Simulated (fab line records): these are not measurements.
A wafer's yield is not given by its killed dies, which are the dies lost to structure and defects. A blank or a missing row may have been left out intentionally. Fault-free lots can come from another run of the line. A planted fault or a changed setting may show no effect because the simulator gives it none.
Chamber matching    flow n5Finfet    N5_HKMG_FIN_ETCH_32 on rieDiel-06: 4 sister chambers
The step etches SOC in N2/H2, target depth 240 nm, time 300 s. 4 wafers are shown with their chamber, then 7 later ones without.

== EACH WAFER AND ITS CHAMBER ==
wafer   chamber  drypumpMotorCurrentA (A)
L088.4  3        6.05
L088.6  1        5.93
L094.1  0        5.55
L094.2  2        5.66

== WAFERS MISSING THEIR CHAMBER ==
wafer   drypumpMotorCurrentA (A)
L094.4  5.65
L096.1  5.60
L096.2  5.69
L096.3  6.07
L097.1  6.04
L097.2  5.68
L097.6  5.57

== WHICH CHAMBER EACH WENT THROUGH ==
wafer   from the rows above      in truth
L094.4  2                        2
L096.1  can't be placed: 0 or 2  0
L096.2  2                        2
L096.3  3                        3
L097.1  3                        3
L097.2  2                        2
L097.6  0                        0
6 of 7 placed correctly. These rows do not allow placing 1 (true chamber among the candidates in 1). 0 placed wrongly.
How it was worked out, from the rows above alone: a wafer's distance from a chamber is the root of the sum, over the readings, of the square of ((its reading less the chamber's mean) divided by the reading's scatter). If the next closest chamber is less than 2 further off than the closest, the wafer can't be placed; otherwise it belongs to the closest. The mean given for a chamber averages the wafers shown for that chamber. The scatter: with one shown wafer a chamber, the root of the mean of the squares of how far each hidden wafer lies from its nearest shown one.
